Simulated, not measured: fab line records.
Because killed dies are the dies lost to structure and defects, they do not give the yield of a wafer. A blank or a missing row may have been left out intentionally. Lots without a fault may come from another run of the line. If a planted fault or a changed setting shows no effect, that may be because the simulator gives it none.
Chamber matching ; flow nand_harc ; NHARC_A_STAIRCASE_CMP_472 on cmp-03 has 4 sister chambers
The step polishes SiO2. 8 wafers are shown with their chamber, then 9 later ones without.

EACH WAFER AND ITS CHAMBER
wafer;chamber;motor_current_A (A)
L074.1;3;10.7
L091.2;3;11.0
L092.1;1;11.4
L092.2;2;11.3
L092.3;0;9.5
L094.3;0;9.6
L094.4;1;11.1
L094.5;2;11.2

WAFERS WHOSE CHAMBER IS MISSING
wafer;motor_current_A (A)
L095.2;11.1
L095.4;10.5
L095.6;9.7
L096.2;9.8
L096.4;11.0
L096.6;9.7
L097.4;11.0
L097.5;11.1
L097.6;8.8

THE CHAMBER EACH PASSED THROUGH
wafer;from the rows above;in truth
L095.2;can't be placed: 1 or 2 or 3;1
L095.4;3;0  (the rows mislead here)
L095.6;0;0
L096.2;0;0
L096.4;can't be placed: 3 or 1 or 2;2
L096.6;0;0
L097.4;can't be placed: 3 or 1 or 2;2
L097.5;can't be placed: 1 or 2 or 3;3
L097.6;0;0
Correctly placed: 4 of 9. Can't be placed from these rows: 4 (the true chamber is among the candidates in 4). Wrongly placed: 1.
How it was worked out, from the rows above alone: a wafer's distance from a chamber is the root of the sum, over the readings, of the square of ((its reading less the chamber's mean) divided by the reading's scatter). If the next closest chamber is less than 2 further off than the closest, the wafer can't be placed; otherwise it belongs to the closest. A chamber's mean is the mean of its shown wafers. The scatter is the square root of a quotient: the sum, over the shown wafers, of each reading's squared deviation from its chamber's mean, divided by wafers minus chambers.
